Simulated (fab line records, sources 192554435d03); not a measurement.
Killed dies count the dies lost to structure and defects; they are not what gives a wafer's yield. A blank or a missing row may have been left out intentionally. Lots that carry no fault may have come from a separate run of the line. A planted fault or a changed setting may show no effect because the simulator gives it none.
Which tool is to blame? :: flow n5-finfet :: 10 lots, 30 wafers sampled, at 5 steps of a route of 1938

== WHAT THE GAUGES READ, wafer by wafer ==
N5_STI_FIN_REVEAL_INSPECT_13: inspects for defects (darkfield).
lot: L887
measured: day 2 14:08
on: defect-inspect-02
raw-defect-count: 13 12 10

lot: L893
measured: day 4 04:54
on: defect-inspect-01
raw-defect-count: 6 8 13

lot: L895
measured: day 4 14:32
on: defect-inspect-01
raw-defect-count: 16 14 13

lot: L896
measured: day 4 20:20
on: defect-inspect-02
raw-defect-count: 9 10 13

lot: L897
measured: day 5 01:46
on: defect-inspect-02
raw-defect-count: 11 11 12

lot: L898
measured: day 5 09:13
on: defect-inspect-01
raw-defect-count: 11 21 23

lot: L899
measured: day 5 13:50
on: defect-inspect-01
raw-defect-count: 8 14 10

lot: L901
measured: day 6 00:39
on: defect-inspect-01
raw-defect-count: 15 12 9

lot: L908
measured: day 7 19:17
on: defect-inspect-01
raw-defect-count: 15 7 23

lot: L910
measured: day 8 08:01
on: defect-inspect-01
raw-defect-count: 10 4 5

N5_BEOL_M4_RC_MEAS_101.
lot: L887
measured: day 8 01:25
on: prober-02
DIBL_N (mV/V): 37.3 33.5 37.9
DIBL_P (mV/V): 39.2 33.7 38.8
IOFF_N (nA/um): 0.188 0.117 0.207
IOFF_P (nA/um): 0.26 0.17 0.27
ION_N (uA/um): 684 662 700
ION_P (uA/um): 476 463 476
SS_N (mV/dec): 70.9 71.1 71.1
SS_P (mV/dec): 74.0 72.5 74.2
VT_N (mV): 245 256 243
VT_P (mV): -248 -251 -245

lot: L893
measured: day 9 15:37
on: prober-02
DIBL_N (mV/V): 37.0 35.2 35.6
DIBL_P (mV/V): 38.7 35.6 36.5
IOFF_N (nA/um): 0.192 0.153 0.159
IOFF_P (nA/um): 0.25 0.20 0.21
ION_N (uA/um): 690 680 670
ION_P (uA/um): 467 464 463
SS_N (mV/dec): 71.4 71.2 71.8
SS_P (mV/dec): 73.6 73.2 72.8
VT_N (mV): 248 250 252
VT_P (mV): -247 -253 -250

lot: L895
measured: day 9 19:12
on: prober-02
DIBL_N (mV/V): 33.3 36.3 35.0
DIBL_P (mV/V): 32.7 35.2 33.4
IOFF_N (nA/um): 0.107 0.143 0.119
IOFF_P (nA/um): 0.16 0.18 0.17
ION_N (uA/um): 663 666 652
ION_P (uA/um): 457 453 448
SS_N (mV/dec): 71.0 71.6 71.0
SS_P (mV/dec): 72.5 73.1 73.6
VT_N (mV): 257 254 255
VT_P (mV): -256 -251 -253

lot: L896
measured: day 10 08:57
on: prober-01
DIBL_N (mV/V): 35.2 35.3 36.4
DIBL_P (mV/V): 35.2 35.7 37.6
IOFF_N (nA/um): 0.136 0.153 0.168
IOFF_P (nA/um): 0.18 0.20 0.22
ION_N (uA/um): 671 688 688
ION_P (uA/um): 462 468 469
SS_N (mV/dec): 71.4 70.8 71.9
SS_P (mV/dec): 73.4 72.8 72.6
VT_N (mV): 250 249 246
VT_P (mV): -252 -249 -248

lot: L897
measured: day 11 00:27
on: prober-01
DIBL_N (mV/V): 36.1 35.8 35.7
DIBL_P (mV/V): 38.3 37.3 36.3
IOFF_N (nA/um): 0.179 0.177 0.165
IOFF_P (nA/um): 0.27 0.27 0.23
ION_N (uA/um): 676 675 670
ION_P (uA/um): 469 474 467
SS_N (mV/dec): 71.6 71.6 71.9
SS_P (mV/dec): 74.0 74.0 72.8
VT_N (mV): 250 247 248
VT_P (mV): -243 -244 -248

lot: L898
measured: day 11 05:25
on: prober-01
DIBL_N (mV/V): 35.2 37.1 36.0
DIBL_P (mV/V): 36.0 39.2 37.5
IOFF_N (nA/um): 0.160 0.186 0.160
IOFF_P (nA/um): 0.18 0.24 0.22
ION_N (uA/um): 670 670 675
ION_P (uA/um): 455 452 460
SS_N (mV/dec): 71.9 71.4 71.9
SS_P (mV/dec): 73.3 74.0 73.7
VT_N (mV): 251 246 249
VT_P (mV): -252 -250 -251

lot: L899
measured: day 11 00:41
on: prober-02
DIBL_N (mV/V): 33.4 33.7 36.6
DIBL_P (mV/V): 32.2 32.9 37.2
IOFF_N (nA/um): 0.113 0.112 0.168
IOFF_P (nA/um): 0.16 0.17 0.23
ION_N (uA/um): 656 659 684
ION_P (uA/um): 449 457 465
SS_N (mV/dec): 71.4 70.6 71.2
SS_P (mV/dec): 71.8 72.4 73.2
VT_N (mV): 254 255 249
VT_P (mV): -252 -251 -248

lot: L901
measured: day 11 09:40
on: prober-02
DIBL_N (mV/V): 38.2 36.9 35.5
DIBL_P (mV/V): 38.4 36.4 36.7
IOFF_N (nA/um): 0.195 0.161 0.151
IOFF_P (nA/um): 0.25 0.22 0.23
ION_N (uA/um): 687 676 679
ION_P (uA/um): 470 463 468
SS_N (mV/dec): 71.4 71.7 71.4
SS_P (mV/dec): 74.1 73.1 73.3
VT_N (mV): 247 248 249
VT_P (mV): -247 -247 -247

lot: L908
measured: day 13 14:24
on: prober-02
DIBL_N (mV/V): 37.5 38.3 38.3
DIBL_P (mV/V): 38.2 39.0 38.8
IOFF_N (nA/um): 0.156 0.157 0.167
IOFF_P (nA/um): 0.21 0.24 0.22
ION_N (uA/um): 668 672 674
ION_P (uA/um): 458 469 458
SS_N (mV/dec): 71.6 71.8 71.5
SS_P (mV/dec): 73.6 74.3 73.8
VT_N (mV): 251 252 248
VT_P (mV): -251 -250 -249

lot: L910
measured: day 13 18:08
on: prober-01
DIBL_N (mV/V): 38.3 34.6 35.0
DIBL_P (mV/V): 36.3 32.5 33.8
IOFF_N (nA/um): 0.182 0.124 0.136
IOFF_P (nA/um): 0.21 0.17 0.18
ION_N (uA/um): 675 668 665
ION_P (uA/um): 454 456 461
SS_N (mV/dec): 71.5 71.3 71.1
SS_P (mV/dec): 73.9 72.6 73.1
VT_N (mV): 248 254 249
VT_P (mV): -251 -253 -253

== TOOL THAT RAN EACH LOT (tool first, then ch and the chambers of the sampled wafers, then the start) ==
lot: L887
N5_STI_FIN_REVEAL_ALD_00: ald-sin-03 ch 0,1,3, day 2 05:25
N5_STI_FIN_REVEAL_DENSIFY_30: rtp-anneal-02 ch 0, day 2 10:50
N5_DUMMY_GATE_ALD_02: ald-sin-02 ch 1,2,3, day 2 14:23

lot: L893
N5_STI_FIN_REVEAL_ALD_00: ald-sin-04 ch 2,3, day 3 20:13
N5_STI_FIN_REVEAL_DENSIFY_30: rtp-anneal-02 ch 0, day 4 01:40
N5_DUMMY_GATE_ALD_02: ald-sin-02 ch 0,1,2, day 4 04:59

lot: L895
N5_STI_FIN_REVEAL_ALD_00: ald-sin-03 ch 0,1,3, day 4 05:52
N5_STI_FIN_REVEAL_DENSIFY_30: rtp-anneal-01 ch 0, day 4 11:19
N5_DUMMY_GATE_ALD_02: ald-sin-01 ch 0,1, day 4 14:38

lot: L896
N5_STI_FIN_REVEAL_ALD_00: ald-sin-04 ch 1,2, day 4 10:48
N5_STI_FIN_REVEAL_DENSIFY_30: rtp-anneal-02 ch 0, day 4 17:04
N5_DUMMY_GATE_ALD_02: ald-sin-01 ch 2,3, day 4 20:46

lot: L897
N5_STI_FIN_REVEAL_ALD_00: ald-sin-04 ch 0,1,3, day 4 17:06
N5_STI_FIN_REVEAL_DENSIFY_30: rtp-anneal-01 ch 0, day 4 22:31
N5_DUMMY_GATE_ALD_02: ald-sin-01 ch 0,1,3, day 5 04:31

lot: L898
N5_STI_FIN_REVEAL_ALD_00: ald-sin-04 ch 1,2,3, day 5 00:30
N5_STI_FIN_REVEAL_DENSIFY_30: rtp-anneal-02 ch 0, day 5 06:00
N5_DUMMY_GATE_ALD_02: ald-sin-01 ch 0,1,2, day 5 09:43

lot: L899
N5_STI_FIN_REVEAL_ALD_00: ald-sin-03 ch 0,1,2, day 5 05:05
N5_STI_FIN_REVEAL_DENSIFY_30: rtp-anneal-01 ch 0, day 5 10:29
N5_DUMMY_GATE_ALD_02: ald-sin-03 ch 0,1,2, day 5 13:56

lot: L901
N5_STI_FIN_REVEAL_ALD_00: ald-sin-04 ch 2,3, day 5 15:52
N5_STI_FIN_REVEAL_DENSIFY_30: rtp-anneal-02 ch 0, day 5 21:19
N5_DUMMY_GATE_ALD_02: ald-sin-01 ch 0,3, day 6 00:44

lot: L908
N5_STI_FIN_REVEAL_ALD_00: ald-sin-03 ch 1,2,3, day 7 09:56
N5_STI_FIN_REVEAL_DENSIFY_30: rtp-anneal-02 ch 0, day 7 15:30
N5_DUMMY_GATE_ALD_02: ald-sin-02 ch 0,2,3, day 7 19:23

lot: L910
N5_STI_FIN_REVEAL_ALD_00: ald-sin-04 ch 1,2, day 7 23:17
N5_STI_FIN_REVEAL_DENSIFY_30: rtp-anneal-02 ch 0, day 8 04:45
N5_DUMMY_GATE_ALD_02: ald-sin-03 ch 1,2, day 8 08:06
- N5_STI_FIN_REVEAL_ALD_00: deposits SiO2, target thk 1 nm, pulse time 1 s.
- N5_STI_FIN_REVEAL_DENSIFY_30
- N5_DUMMY_GATE_ALD_02: deposits SiO2, target thk 2 nm, pulse time 1 s.

== AS READ BY THE TOOLS THEMSELVES (means over the sampled wafers that have a number; for cases with no such wafer, the mark the record gives instead) ==
N5_STI_FIN_REVEAL_ALD_00.
lot: L887
tool: ald-sin-03
heater-power-w (W): 494
precursor-pulse-height-rel: 0.987
susceptor-temp-C (C): 300.07

lot: L893
tool: ald-sin-04
heater-power-w (W): 445
precursor-pulse-height-rel: 0.995
susceptor-temp-C (C): 299.96

lot: L895
tool: ald-sin-03
heater-power-w (W): 501
precursor-pulse-height-rel: 1.005
susceptor-temp-C (C): 299.92

lot: L896
tool: ald-sin-04
heater-power-w (W): 512
precursor-pulse-height-rel: 1.017
susceptor-temp-C (C): 300.08

lot: L897
tool: ald-sin-04
heater-power-w (W): 408
precursor-pulse-height-rel: 1.010
susceptor-temp-C (C): 299.93

lot: L898
tool: ald-sin-04
heater-power-w (W): 478
precursor-pulse-height-rel: 1.020
susceptor-temp-C (C): 300.00

lot: L899
tool: ald-sin-03
heater-power-w (W): 516
precursor-pulse-height-rel: 1.006
susceptor-temp-C (C): 300.00

lot: L901
tool: ald-sin-04
heater-power-w (W): 454
precursor-pulse-height-rel: 1.013
susceptor-temp-C (C): 299.94

lot: L908
tool: ald-sin-03
heater-power-w (W): 512
precursor-pulse-height-rel: 1.002
susceptor-temp-C (C): 299.99

lot: L910
tool: ald-sin-04
heater-power-w (W): 510
precursor-pulse-height-rel: 1.017
susceptor-temp-C (C): 300.09

N5_STI_FIN_REVEAL_DENSIFY_30.
lot: L887
tool: rtp-anneal-02
lamp-power-pct (%): 11.48

lot: L893
tool: rtp-anneal-02
lamp-power-pct (%): 11.55

lot: L895
tool: rtp-anneal-01
lamp-power-pct (%): 11.55

lot: L896
tool: rtp-anneal-02
lamp-power-pct (%): 11.47

lot: L897
tool: rtp-anneal-01
lamp-power-pct (%): 11.50

lot: L898
tool: rtp-anneal-02
lamp-power-pct (%): 11.53

lot: L899
tool: rtp-anneal-01
lamp-power-pct (%): 11.56

lot: L901
tool: rtp-anneal-02
lamp-power-pct (%): 11.51

lot: L908
tool: rtp-anneal-02
lamp-power-pct (%): 11.55

lot: L910
tool: rtp-anneal-02
lamp-power-pct (%): 11.55

N5_DUMMY_GATE_ALD_02.
lot: L887
tool: ald-sin-02
heater-power-w (W): 467
precursor-pulse-height-rel: 0.998
susceptor-temp-C (C): 300.00

lot: L893
tool: ald-sin-02
heater-power-w (W): 464
precursor-pulse-height-rel: 0.992
susceptor-temp-C (C): 300.11

lot: L895
tool: ald-sin-01
heater-power-w (W): 451
precursor-pulse-height-rel: 1.022
susceptor-temp-C (C): 300.01

lot: L896
tool: ald-sin-01
heater-power-w (W): 482
precursor-pulse-height-rel: 0.984
susceptor-temp-C (C): 300.06

lot: L897
tool: ald-sin-01
heater-power-w (W): 485
precursor-pulse-height-rel: 0.998
susceptor-temp-C (C): 299.96

lot: L898
tool: ald-sin-01
heater-power-w (W): 441
precursor-pulse-height-rel: 0.983
susceptor-temp-C (C): 296.25

lot: L899
tool: ald-sin-03
heater-power-w (W): 510
precursor-pulse-height-rel: 1.003
susceptor-temp-C (C): 300.08

lot: L901
tool: ald-sin-01
heater-power-w (W): 462
precursor-pulse-height-rel: 1.006
susceptor-temp-C (C): 296.18

lot: L908
tool: ald-sin-02
heater-power-w (W): 477
precursor-pulse-height-rel: 1.004
susceptor-temp-C (C): 300.11

lot: L910
tool: ald-sin-03
heater-power-w (W): 528
precursor-pulse-height-rel: 0.987
susceptor-temp-C (C): 300.04

== THE ANSWER, worked out from the rows above alone ==
Rule: the lots themselves supply what counts as usual. Put in order of their means at a reading, lots are off if they are a third of the lots or fewer, leave a main group of 4 or more, and stand apart from it by a gap of 3 or more times the standard deviation of the main group's means; of several such gaps the widest counts. The tables above print the reading to a certain number of digits; a main group whose means all agree to those digits is not used. A lot without any number at a reading at which 4 lots or more have one is off too. All remaining lots with rows at the step are treated as sound. Order of review: gauges by route order, followed by the tools' own readings, for which a lot's mean as printed above is used. The first step at which some lot is off is used, and at that step the reading that is off furthest; a lot without a number counts as furthest.
Off: L898, L901 (N5_DUMMY_GATE_ALD_02, susceptor-temp-C). The main group: mean 300.05 C, standard deviation 0.05.
If a tool, at that step or one of the process steps before it, ran each lot that is off and ran no sound lot following the first of them, it fits. One fits: N5_DUMMY_GATE_ALD_02 on ald-sin-01. Its last sound lot is L897 (day 5 04:31), its first lot that is off L898 (day 5 09:43): a fault that began between those two fits.
On the lots that are off, the tool's own readings at N5_DUMMY_GATE_ALD_02 differ by more than 5 times the standard deviation of the sound lots' means, which bears it out; susceptor-temp-C reads 296.22 C there versus 300.05 C on the sound lots.

== WHAT THE SIMULATOR HAD INSERTED ==
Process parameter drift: ald-sin-01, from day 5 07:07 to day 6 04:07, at N5_DUMMY_GATE_ALD_02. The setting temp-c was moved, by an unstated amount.
Lots struck among those shown: L898, L901. The rule given above showed the same thing.
